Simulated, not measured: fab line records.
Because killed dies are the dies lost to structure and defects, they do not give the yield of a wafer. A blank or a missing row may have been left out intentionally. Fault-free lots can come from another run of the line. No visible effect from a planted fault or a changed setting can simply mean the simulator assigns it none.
What tool caused it?    flow nand_harc    12 lots with 36 wafers sampled at 6 steps, on a route of 1302 steps

WHAT THE GAUGES READ, wafer by wafer
NHARC_END_SORT_01. Usual: killed_at_array 46, standard deviation 16; killed_at_other 0.9, standard deviation 1.3; killed_at_periphery 4.1, standard deviation 3; killed_dies 51, standard deviation 17; killed_open 3.5, standard deviation 1.8; killed_short 2.5, standard deviation 1.8.
lot   measured      on         killed_at_array  killed_at_other  killed_at_periphery  killed_dies  killed_open  killed_short  flag
L109  day 25 04:01  prober-01  45 34 43         0 2 2            7 7 0                52 43 45     4 8 4        0 3 1         
L117  day 29 21:16  prober-02  80 81 76         0 0 1            0 2 1                80 83 78     5 4 8        0 4 1         
L119  day 29 22:44  prober-02  62 61 58         0 1 0            4 3 3                66 65 61     4 3 5        0 4 4         

WHAT TOOL EACH LOT RAN ON (gives the tool, then ch and the chambers of the sampled wafers, and finally the start)
lot   NHARC_A_CONTACT_ETCH_124              NHARC_A_CONTACT_DESCUM_13           NHARC_A_CONTACT_ETCH_135              NHARC_A_CONTACT_ETCH_137              NHARC_A_CONTACT_ETCH_138
L107  har_cap_etch-01 ch 0,1, day 22 11:21  rie_diel-08 ch 0,1,3, day 22 18:44  har_cap_etch-01 ch 0,1, day 22 20:38  har_cap_etch-01 ch 0,1, day 22 21:11  har_cap_etch-01 ch 0,1, day 22 21:28
L109  har_cap_etch-02 ch 1, day 22 18:32    rie_diel-08 ch 0,2,3, day 23 00:41  har_cap_etch-03 ch 0,1, day 23 02:04  har_cap_etch-03 ch 0,1, day 23 02:36  har_cap_etch-03 ch 0,1, day 23 02:52
L111  har_cap_etch-02 ch 0,1, day 24 16:07  rie_diel-08 ch 0,2, day 25 00:59    har_cap_etch-01 ch 0,1, day 25 02:36  har_cap_etch-01 ch 0,1, day 25 03:09  har_cap_etch-01 ch 0,1, day 25 03:25
L112  har_cap_etch-02 ch 0,1, day 25 04:34  rie_diel-02 ch 1,2,3, day 25 10:47  har_cap_etch-02 ch 0,1, day 25 12:06  har_cap_etch-02 ch 0,1, day 25 12:38  har_cap_etch-02 ch 0,1, day 25 12:55
L113  har_cap_etch-03 ch 0,1, day 25 07:38  rie_diel-08 ch 0,2, day 25 15:52    har_cap_etch-01 ch 0,1, day 25 17:14  har_cap_etch-01 ch 0,1, day 25 17:47  har_cap_etch-01 ch 0,1, day 25 18:03
L114  har_cap_etch-02 ch 0,1, day 26 02:05  rie_diel-08 ch 0,2,3, day 26 11:53  har_cap_etch-01 ch 0,1, day 26 13:16  har_cap_etch-01 ch 0,1, day 26 13:49  har_cap_etch-01 ch 0,1, day 26 14:05
L117  har_cap_etch-02 ch 0,1, day 26 10:47  rie_diel-08 ch 0,1,3, day 26 21:02  har_cap_etch-02 ch 0,1, day 26 22:24  har_cap_etch-02 ch 0,1, day 26 23:10  har_cap_etch-02 ch 0,1, day 26 23:31
L119  har_cap_etch-02 ch 0,1, day 26 22:37  rie_diel-08 ch 0,1,3, day 27 06:11  har_cap_etch-01 ch 0,1, day 27 07:48  har_cap_etch-01 ch 0,1, day 27 08:21  har_cap_etch-01 ch 0,1, day 27 08:37
L121  har_cap_etch-01 ch 0,1, day 27 21:07  rie_diel-13 ch 0,1,2, day 28 04:01  har_cap_etch-02 ch 0,1, day 28 05:53  har_cap_etch-02 ch 0,1, day 28 06:25  har_cap_etch-02 ch 0,1, day 28 06:41
L126  har_cap_etch-01 ch 0,1, day 30 04:02  rie_diel-08 ch 0,2,3, day 30 10:08  har_cap_etch-01 ch 0,1, day 30 11:26  har_cap_etch-01 ch 0,1, day 30 11:59  har_cap_etch-01 ch 0,1, day 30 12:16
L127  har_cap_etch-02 ch 0,1, day 31 04:59  rie_diel-08 ch 0,1,3, day 31 13:04  har_cap_etch-01 ch 0,1, day 31 14:23  har_cap_etch-01 ch 0,1, day 31 14:56  har_cap_etch-01 ch 0,1, day 31 15:13
L129  har_cap_etch-02 ch 0,1, day 31 15:20  rie_diel-13 ch 1,3, day 31 21:26    har_cap_etch-02 ch 0,1, day 32 01:31  har_cap_etch-02 ch 0,1, day 32 02:03  har_cap_etch-02 ch 0,1, day 32 02:20
- NHARC_A_CONTACT_ETCH_124: etches the open film in C4F8/O2/Ar, time 140 s, target depth 700 nm.
- NHARC_A_CONTACT_DESCUM_13: chemistry O2, time 3 s.
- NHARC_A_CONTACT_ETCH_135: etches the open film in C4F8/O2/Ar, time 311 s, target depth 1912 nm.
- NHARC_A_CONTACT_ETCH_137: etches the open film in C4F8/O2/Ar, time 311 s, target depth 1912 nm.
- NHARC_A_CONTACT_ETCH_138: etches the open film in C4F8/O2/Ar, time 311 s, target depth 1914 nm.

AS READ BY THE TOOLS THEMSELVES (means over the sampled wafers that have a number; for cases with no such wafer, the mark the record gives instead)
NHARC_A_CONTACT_DESCUM_13. Usual: drypump_motor_current_A 5.9 A, standard deviation 0.36; oes_product_au 0.999 a.u., standard deviation 0.011; rf_vpp_V 57.6 V, standard deviation 0.84; showerhead_plenum_p_Torr 1.88 Torr, standard deviation 0.072; throttle_valve_pct 11.311 %, standard deviation 0.0095.
lot   tool         drypump_motor_current_A (A)  oes_product_au (a.u.)  rf_vpp_V (V)  showerhead_plenum_p_Torr (Torr)  throttle_valve_pct (%)  flag
L107  rie_diel-08  6.0                          1.004                  57.8          1.89                             11.307                  
L109  rie_diel-08  6.0                          0.998                  57.4          1.87                             11.316                  
L111  rie_diel-08  6.2                          0.998                  57.0          1.84                             11.301                  
L112  rie_diel-02  5.5                          1.006                  57.6          1.96                             11.315                  
L113  rie_diel-08  6.2                          0.995                  57.3          1.84                             11.307                  
L114  rie_diel-08  6.0                          1.005                  58.1          1.86                             11.313                  
L117  rie_diel-08  6.0                          0.986                  58.1          1.89                             11.307                  
L119  rie_diel-08  6.0                          0.993                  57.6          1.89                             11.306                  
L121  rie_diel-13  5.7                          1.001                  58.1          1.85                             11.310                  
L126  rie_diel-08  6.0                          1.004                  57.1          1.86                             11.307                  
L127  rie_diel-08  6.0                          0.997                  57.5          1.88                             11.316                  
L129  rie_diel-13  5.7                          1.006                  57.7          1.96                             11.309                  

THE ANSWER, worked out from the rows above alone
Rule: a lot counts as off when the mean over its wafers that have a number is more than 3 standard deviations away from the usual mean. Also off: a lot with no number at a reading for which 4 or more lots have one. All remaining lots with rows at the step are treated as sound. First the gauges in route order, then the tools' own readings, where a lot's mean is used as printed above. The first step at which some lot is off is used, and at that step the reading that is off furthest; a lot without a number counts as furthest.
No lot is off at any reading shown: from this, nothing can be told.

WHAT THE SIMULATOR PUT IN
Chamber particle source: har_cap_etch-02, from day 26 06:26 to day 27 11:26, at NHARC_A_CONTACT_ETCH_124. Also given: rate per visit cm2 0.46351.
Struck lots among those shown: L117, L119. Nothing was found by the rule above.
